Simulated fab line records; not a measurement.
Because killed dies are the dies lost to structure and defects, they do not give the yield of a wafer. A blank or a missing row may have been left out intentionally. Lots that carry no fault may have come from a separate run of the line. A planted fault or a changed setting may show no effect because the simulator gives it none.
Chamber matching :: flow n5 finfet :: N5_BEOL_M4_ILD_DEP_00 on pecvd-03 has 3 sister chambers
The step deposits SiOC from DEMS/O2, target thk 79 nm, time 15.3 s. 3 wafers are shown with their chamber, then 12 later ones without.

EACH WAFER AND ITS CHAMBER
wafer: L089.1
chamber: 0
throttle valve pct (%): 11.3

wafer: L089.4
chamber: 1
throttle valve pct (%): 12.8

wafer: L089.5
chamber: 2
throttle valve pct (%): 12.4

WAFERS WITH NO CHAMBER GIVEN
wafer: L091.2
throttle valve pct (%): 11.2

wafer: L091.3
throttle valve pct (%): 12.9

wafer: L091.6
throttle valve pct (%): 12.8

wafer: L090.1
throttle valve pct (%): 11.4

wafer: L090.2
throttle valve pct (%): 12.6

wafer: L090.5
throttle valve pct (%): 12.6

wafer: L092.2
throttle valve pct (%): 12.7

wafer: L092.3
throttle valve pct (%): 11.5

wafer: L092.4
throttle valve pct (%): 12.1

wafer: L096.1
throttle valve pct (%): 12.4

wafer: L096.3
throttle valve pct (%): 12.4

wafer: L096.5
throttle valve pct (%): 12.5

WHICH CHAMBER EACH ONE RAN IN
wafer: L091.2
from the rows above: 0
in truth: 0

wafer: L091.3
from the rows above: 1
in truth: 1

wafer: L091.6
from the rows above: 1
in truth: 1

wafer: L090.1
from the rows above: 0
in truth: 0

wafer: L090.2
from the rows above: can't be placed: 2 or 1
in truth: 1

wafer: L090.5
from the rows above: can't be placed: 2 or 1
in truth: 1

wafer: L092.2
from the rows above: can't be placed: 1 or 2
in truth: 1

wafer: L092.3
from the rows above: 0
in truth: 0

wafer: L092.4
from the rows above: 2
in truth: 2

wafer: L096.1
from the rows above: 2
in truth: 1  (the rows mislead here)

wafer: L096.3
from the rows above: 2
in truth: 2

wafer: L096.5
from the rows above: can't be placed: 2 or 1
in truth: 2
Placed correctly: 7 of 12. Not placeable from these rows: 4 (in 4, the candidates include the true chamber). Wrongly placed: 1.
How it was worked out, from the rows above alone: a wafer's distance from a chamber is the root of the sum, over the readings, of the square of ((its reading less the chamber's mean) divided by the reading's scatter). If the next closest chamber is less than 2 further off than the closest, the wafer can't be placed; otherwise it belongs to the closest. The mean given for a chamber averages the wafers shown for that chamber. The scatter: root of mean squared gap, hidden wafer to nearest shown wafer, with one shown wafer a chamber.
